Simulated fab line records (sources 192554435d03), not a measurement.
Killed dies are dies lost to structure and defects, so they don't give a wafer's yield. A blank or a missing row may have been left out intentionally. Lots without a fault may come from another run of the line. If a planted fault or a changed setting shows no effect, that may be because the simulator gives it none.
Chamber matching	flow n5Finfet	N5_MOL_CONTACT_COAG_ETCH_65 on rieDiel-02: 4 sister chambers
The step etches underlayer in N2/H2, target depth 13 nm, time 10.4 s. 14 wafers are shown with their chamber, then 7 later ones without.

== WAFERS PAIRED WITH THEIR CHAMBERS ==
wafer	chamber	showerheadPlenumPTorr (Torr)	throttleValvePct (%)	oesProductAu (a.u.)
L076.1	1	2.52	18.05	0.63
L076.2	3	2.55	18.17	0.65
L076.5	1	2.52	18.05	0.63
L077.2	3	2.55	18.18	0.64
L077.4	0	2.59	17.74	0.75
L077.5	1	2.52	18.07	0.63
L081.2	1	2.52	18.09	0.62
L081.3	0	2.59	17.74	0.76
L081.4	3	2.55	18.21	0.64
L082.1	3	2.55	18.19	0.64
L082.2	0	2.59	17.74	0.74
L082.4	2	2.73	17.80	0.77
L085.3	1	2.51	18.08	0.61
L085.5	1	2.51	18.08	0.61

SIGNATURES, as means of the wafers listed above
reading	chamber 0	chamber 1	chamber 2	chamber 3	scatter within a chamber
showerheadPlenumPTorr	2.5900	2.5167	2.7300	2.5500	0.00365
throttleValvePct	17.7400	18.0700	17.8000	18.1875	0.0151
oesProductAu	0.7500	0.6217	0.7700	0.6425	0.00871
Rule: for each reading, subtract the chamber's mean from the wafer's reading, divide by that reading's scatter and square the result; add these up over the readings and take the root, which gives the wafer's distance from the chamber. If the next closest chamber is less than 2 further off than the closest, the wafer can't be placed; otherwise it belongs to the closest. The scatter: take each reading less its chamber's mean, square it, sum over the shown wafers, divide by the number of wafers less the number of chambers, and take the root.

== WAFERS MISSING THEIR CHAMBER ==
wafer	showerheadPlenumPTorr (Torr)	throttleValvePct (%)	oesProductAu (a.u.)
L085.6	2.58	17.76	0.74
L087.1	2.51	18.10	0.62
L087.5	2.72	17.81	0.75
L087.6	2.54	18.22	0.64
L089.2	2.72	17.81	0.75
L089.4	2.58	17.76	0.73
L089.5	2.54	18.23	0.63

== THE CHAMBER EACH PASSED THROUGH ==
wafer	from the rows above	in truth
L085.6	0	0
L087.1	1	1
L087.5	2	2
L087.6	3	3
L089.2	2	2
L089.4	0	0
L089.5	3	3
Correct placement for 7 of the 7. Number that these rows cannot place: 0. Placed wrongly: 0.
